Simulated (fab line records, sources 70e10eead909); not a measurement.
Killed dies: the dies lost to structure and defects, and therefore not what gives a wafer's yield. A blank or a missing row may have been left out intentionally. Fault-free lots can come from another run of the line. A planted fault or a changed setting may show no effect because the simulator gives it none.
Chamber matching | flow nand-harc | rie-diel-03 running NHARC_A_STAIRCASE_DESCUM_186: 4 sister chambers
The step chemistry O2, time 3 s. 4 wafers are shown with their chamber, then 9 later ones without.

WAFERS WITH THEIR CHAMBER
wafer  | chamber | showerhead-plenum-p-Torr (Torr)
L078.3 | 0       | 1.84
L087.6 | 1       | 1.81
L089.3 | 3       | 1.79
L089.6 | 2       | 1.94

WAFERS MISSING THEIR CHAMBER
wafer  | showerhead-plenum-p-Torr (Torr)
L090.1 | 1.81
L090.3 | 1.79
L090.5 | 1.79
L092.1 | 1.81
L092.4 | 1.94
L092.5 | 1.83
L093.4 | 1.94
L093.5 | 1.81
L093.6 | 1.82

WHICH CHAMBER EACH WENT THROUGH
wafer  | from the rows above | in truth
L090.1 | 1                   | 1
L090.3 | 3                   | 3
L090.5 | 3                   | 3
L092.1 | 1                   | 1
L092.4 | 2                   | 2
L092.5 | 0                   | 0
L093.4 | 2                   | 2
L093.5 | 1                   | 1
L093.6 | 1                   | 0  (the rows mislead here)
8 of 9 placed correctly. Can't be placed from these rows: 0. 1 placed wrongly.
How it was worked out, from the rows above alone: a wafer's distance from a chamber is the root of the sum, over the readings, of the square of ((its reading less the chamber's mean) divided by the reading's scatter). If the next closest chamber is less than 2 further off than the closest, the wafer can't be placed; otherwise it belongs to the closest. The mean given for a chamber averages the wafers shown for that chamber. The scatter: with one shown wafer a chamber, the root of the mean of the squares of how far each hidden wafer lies from its nearest shown one.
